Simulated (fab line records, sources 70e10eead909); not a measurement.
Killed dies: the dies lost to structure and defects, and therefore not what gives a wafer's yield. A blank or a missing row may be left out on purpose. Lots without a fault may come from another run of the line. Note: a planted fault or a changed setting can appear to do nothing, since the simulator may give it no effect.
Problem report, 8D (eight disciplines) form, completed by code | flow nand harc | the parts of the form that need people (team, actions taken, sign-off) are left out

== 1. PROBLEM STATEMENT ==
Mean of oes product au at NHARC_P_ZERO_WELL_ETCH_63: 0.759 a.u. across 3 wafers in 2 lots; on wafers with no fault it is 0.999 a.u. (standard deviation 0.01). Relative to the usual mean, that is a shift of -24 standard deviations.
The step: etches the open film in HBr/Cl2, target depth 120 nm, time 40.1 s.
The first sign was on wafer L694.2 at day 5 13:33, on rie si-04. The record has a number at this step for 42 wafers belonging to 14 lots. The rule behind "out" and "out of limits": a value lying over 4 standard deviations away from the usual mean. Any other wafer with a number is counted as sound.

== 2. WHAT IT IS AND WHAT IT IS NOT ==
question                    | is                     | is not
which readings at this step | oes product au         | drypump motor current A, throttle valve pct
which lots                  | L694, L695             | L678, L679, L680, L681, L682, L683, L685, L687, L697, L698, L699, L701
which wafers of those lots  | L694.2, L694.6, L695.2 | L694.5, L695.3, L695.4
read on which tools         | rie si-04              | rie si-02, rie si-03
when                        | from day 5 13:33       | up to then (25 sound wafers); but 14 sound wafers of L695, L697, L698, L699, L701 came after

== 3. THE SUSPECTS, EACH WITH WHAT RULES IT OUT ==
Counting: a tool at a process step up to the reading stays a suspect if it ran every lot that is out. Sound lots after the first of them don't rule it out here, since some wafers of a struck lot are sound.
- rie si-04 at NHARC_P_ZERO_WELL_ETCH_63 (etches the open film in HBr/Cl2, target depth 120 nm, time 40.1 s): kept. It ran every lot that is out, first L694 (day 5 13:33); its last sound lot up to then is L679 (day 1 19:46). On those wafers its own readings are out: oes product au.
After counting, what remains is rie si-04 at NHARC_P_ZERO_WELL_ETCH_63.

== 4. THE CAUSE (what the simulator had put in) ==
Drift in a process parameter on rie si-04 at NHARC_P_ZERO_WELL_ETCH_63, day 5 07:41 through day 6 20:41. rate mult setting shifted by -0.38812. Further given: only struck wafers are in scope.
Counting left only this tool.

== 5. SEQUENCE OF EFFECTS, ordered by route ==
Each row: a reading where the mean over the struck wafers with a number is more than 3 standard deviations away from the usual. Scope: only readings with a usual standard deviation given in the record; hours: median across lots of the time from each lot's start at the first step in this table that gives one to its start at this step; sigmas: change in usual standard deviations.
hours | step                      | reading        | usual      | on struck wafers | change | sigmas
0     | NHARC_P_ZERO_WELL_ETCH_63 | oes product au | 0.999 a.u. | 0.759            | -0.240 | -24
Process steps it contains:
- NHARC_P_ZERO_WELL_ETCH_63: etches the open film in HBr/Cl2, target depth 120 nm, time 40.1 s.
At these later measuring or inspecting steps, every struck wafer for which the step has a row has a number for every such reading, and none has moved that far: NHARC_P_ZERO_WELL_CD_MEAS_24, NHARC_P_STI_CD_MEAS_09.

== 6. WHAT WOULD HAVE CAUGHT IT SOONER ==
6 hours passed between the start of the fault at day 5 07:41 and the first reading out of limits in this record, taken at day 5 13:33.
